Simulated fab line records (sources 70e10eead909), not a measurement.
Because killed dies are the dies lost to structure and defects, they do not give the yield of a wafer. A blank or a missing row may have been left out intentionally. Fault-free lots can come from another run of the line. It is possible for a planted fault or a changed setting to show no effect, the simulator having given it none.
Chamber matching | flow nandHarc | NHARC_P_GATE_ALD_36 on aldSin-02 has 4 sister chambers
The step deposits SiNx, target thk 20 nm, pulse time 60 s, ald cycles 223. 16 wafers are shown with their chamber, then 8 later ones without.

## WAFERS PAIRED WITH THEIR CHAMBERS
wafer  | chamber | heaterPowerW (W) | precursorPulseHeightRel
L076.2 | 0       | 1006             | 0.987
L076.3 | 1       | 956              | 0.986
L076.4 | 3       | 944              | 0.966
L079.2 | 1       | 925              | 0.967
L079.6 | 1       | 923              | 1.007
L079.5 | 2       | 790              | 1.032
L082.2 | 2       | 792              | 0.975
L082.4 | 0       | 1011             | 1.028
L082.5 | 2       | 797              | 0.988
L085.2 | 0       | 1000             | 0.997
L085.1 | 2       | 783              | 1.015
L085.5 | 3       | 952              | 1.024
L087.2 | 3       | 925              | 0.997
L087.5 | 3       | 956              | 1.023
L087.6 | 0       | 1000             | 0.993
L091.3 | 2       | 827              | 0.992

SIGNATURES (means of the wafers above)
reading                 | chamber 0 | chamber 1 | chamber 2 | chamber 3 | scatter within a chamber
heaterPowerW            | 1004.25   | 934.67    | 797.80    | 944.25    | 14.4
precursorPulseHeightRel | 1.00125   | 0.98667   | 1.00040   | 1.00250   | 0.0226
Rule: distance of a wafer from a chamber = root of the sum over the readings of ((wafer's reading minus chamber's mean) / reading's scatter) squared. The wafer belongs to the nearest chamber; if the next one is less than 2 further off, it can't be placed. The scatter is the square root of a quotient: the sum, over the shown wafers, of each reading's squared deviation from its chamber's mean, divided by wafers minus chambers.

## WAFERS WHOSE CHAMBER IS MISSING
wafer  | heaterPowerW (W) | precursorPulseHeightRel
L091.1 | 959              | 1.019
L091.2 | 944              | 1.016
L094.1 | 1005             | 1.016
L094.3 | 916              | 0.982
L094.6 | 1007             | 0.982
L097.4 | 786              | 1.007
L097.3 | 902              | 1.005
L097.6 | 881              | 0.988

## EACH ONE'S CHAMBER
wafer  | from the rows above          | in truth
L091.1 | can't be placed: 3 or 1 or 0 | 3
L091.2 | can't be placed: 3 or 1      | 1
L094.1 | 0                            | 0
L094.3 | can't be placed: 1 or 3      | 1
L094.6 | 0                            | 0
L097.4 | 2                            | 2
L097.3 | can't be placed: 1 or 3      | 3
L097.6 | can't be placed: 1 or 3      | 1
Correctly placed: 3 of 8. Unplaceable from these rows: 5, with the true chamber sitting among the candidates in 5. 0 placed wrongly.
